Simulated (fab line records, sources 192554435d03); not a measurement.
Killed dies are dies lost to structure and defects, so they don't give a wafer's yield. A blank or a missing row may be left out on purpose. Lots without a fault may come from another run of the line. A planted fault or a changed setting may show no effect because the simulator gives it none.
Problem report in the 8D (eight disciplines) form, filled by code | flow n5_finfet | the parts of the form that need people (team, actions taken, sign-off) are left out

1. THE PROBLEM
time_to_endpoint_s at N5_BEOL_M11_CMP_52 reads a mean of 44.5 s on 2 wafers of 2 lots; wafers without a fault read 67.2 s with a standard deviation of 2.4. That is -9.5 standard deviations from the usual mean.
The step: polishes, stops on SiCOH lowk, t overpolish 7 s, target thk 140 nm.
First seen on wafer L736.5, day 16 01:49, on cmp-04. The record holds 28 wafers of 10 lots with a number at this step. Rule for "out", or "out of limits": more than 4 standard deviations from the usual mean. The other wafers with a number count as sound.

2. WHAT IT IS AND WHAT IT IS NOT
question                    | is                 | is not
which readings at this step | time_to_endpoint_s | head_pressure_psi, motor_current_A, platen_rpm
which lots                  | L736, L738         | L720, L721, L723, L724, L727, L728, L729, L732
which wafers of those lots  | L736.5, L738.5     | L736.4, L738.4
read on which tools         | cmp-04             | cmp-01, cmp-03
when                        | from day 16 01:49  | up to then (25 sound wafers); but 1 sound wafer of L738 came after

3. SUSPECTS, AND WHAT RULES EACH OUT
Counting: a tool at a process step up to the reading stays a suspect if it ran every lot that is out. Sound lots after the first of them don't rule it out here, since some wafers of a struck lot are sound.
- rie_diel-02 at N5_BEOL_M11_STRIP_67 (strips in CF4): kept. It ran every lot that is out, first L736 (day 15 21:24); its last sound lot up to then is L732 (day 15 07:40).
- ecd_cu-01 at N5_BEOL_M11_ECD_50 (material Cu, target thk 318 nm): kept. It ran every lot that is out, first L736 (day 16 01:05); its last sound lot up to then is L727 (day 14 23:15).
- cmp-04 at N5_BEOL_M11_CMP_52 (polishes, stops on SiCOH lowk, t overpolish 7 s, target thk 140 nm): kept. It ran every lot that is out, first L736 (day 16 01:49); its last sound lot up to then is L732 (day 15 11:49). Its own readings are out on those wafers: time_to_endpoint_s.
- Within cmp-04 at N5_BEOL_M11_CMP_52: the wafers that are out ran in chamber 0; their sound lot-mates ran in chambers 1, 3.
Left after counting: rie_diel-02 at N5_BEOL_M11_STRIP_67, ecd_cu-01 at N5_BEOL_M11_ECD_50, cmp-04 at N5_BEOL_M11_CMP_52.

4. THE CAUSE (what the simulator had put in)
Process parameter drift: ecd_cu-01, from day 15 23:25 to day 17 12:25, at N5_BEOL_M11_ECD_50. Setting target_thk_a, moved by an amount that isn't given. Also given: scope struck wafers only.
Counting left 3 suspects, and this tool is among them.

5. THE CHAIN OF EFFECTS, in route order
Each row: a reading whose mean over the struck wafers that have a number lies more than 3 standard deviations from the usual. Only readings for which the record gives a usual standard deviation are gone through. hours: the time from each lot's start at the first step in this table that gives one to its start at this step, as a median over the lots. sigmas: the change in usual standard deviations.
hours | step               | reading            | usual  | on struck wafers | change | sigmas
0     | N5_BEOL_M11_CMP_52 | time_to_endpoint_s | 67.2 s | 44.5             | -22.8  | -9.5
The process steps in it:
- N5_BEOL_M11_CMP_52: polishes, stops on SiCOH lowk, t overpolish 7 s, target thk 140 nm.

6. WHAT WOULD HAVE CAUGHT IT SOONER
In this record the first reading out of limits was taken at day 16 01:49, 2 hours after the fault began at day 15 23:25.
Of the lots that are out (2), L738 began N5_BEOL_M11_ECD_50 on ecd_cu-01 after day 16 01:49. A hold on the tool at that time would have spared it.
